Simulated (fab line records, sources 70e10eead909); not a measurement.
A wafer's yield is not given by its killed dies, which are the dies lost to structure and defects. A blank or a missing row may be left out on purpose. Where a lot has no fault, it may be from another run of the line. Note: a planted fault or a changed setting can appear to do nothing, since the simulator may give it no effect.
Chamber matching -- flow nand_harc -- rie_diel-13 running NHARC_A_STAIRCASE_DESCUM_219: 4 sister chambers
The step chemistry O2, time 3 s. 14 wafers are shown with their chamber, then 7 later ones without.

## WAFERS, EACH WITH ITS CHAMBER
wafer,chamber,showerhead_plenum_p_Torr (Torr),oes_product_au (a.u.),throttle_valve_pct (%)
L075.1,3,1.99,1.021,11.303
L075.2,1,1.79,1.009,11.306
L075.5,3,1.99,1.013,11.307
L074.2,1,1.79,1.003,11.283
L074.3,0,1.90,0.987,11.302
L074.4,3,1.99,1.010,11.307
L079.1,2,1.82,1.012,11.319
L079.2,3,1.98,0.998,11.324
L079.4,1,1.78,1.006,11.315
L083.2,0,1.90,0.996,11.321
L083.3,1,1.78,1.004,11.304
L083.6,2,1.82,1.000,11.316
L086.4,1,1.78,1.004,11.312
L086.5,3,1.98,1.011,11.310

SIGNATURES, as means of the wafers listed above
reading,chamber 0,chamber 1,chamber 2,chamber 3,scatter within a chamber
showerhead_plenum_p_Torr,1.9000,1.7840,1.8200,1.9860,0.0049
oes_product_au,0.99150,1.00520,1.00600,1.01060,0.00639
throttle_valve_pct,11.31150,11.30400,11.31750,11.31020,0.0104
Rule: for each reading, subtract the chamber's mean from the wafer's reading, divide by that reading's scatter and square the result; add these up over the readings and take the root, which gives the wafer's distance from the chamber. If the next closest chamber is less than 2 further off than the closest, the wafer can't be placed; otherwise it belongs to the closest. The scatter: take each reading less its chamber's mean, square it, sum over the shown wafers, divide by the number of wafers less the number of chambers, and take the root.

## WAFERS WITHOUT THEIR CHAMBER
wafer,showerhead_plenum_p_Torr (Torr),oes_product_au (a.u.),throttle_valve_pct (%)
L086.6,1.81,1.015,11.304
L092.1,1.77,1.012,11.312
L092.3,1.89,0.995,11.318
L092.5,1.81,1.007,11.311
L097.3,1.77,1.011,11.313
L097.4,1.97,1.009,11.322
L097.5,1.80,0.993,11.315

## THE CHAMBER EACH PASSED THROUGH
wafer,from the rows above,in truth
L086.6,2,2
L092.1,1,1
L092.3,0,0
L092.5,2,2
L097.3,1,1
L097.4,3,3
L097.5,can't be placed: 1 or 2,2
Correctly placed: 6 of 7. Unplaceable from these rows: 1, with the true chamber sitting among the candidates in 1. 0 placed wrongly.
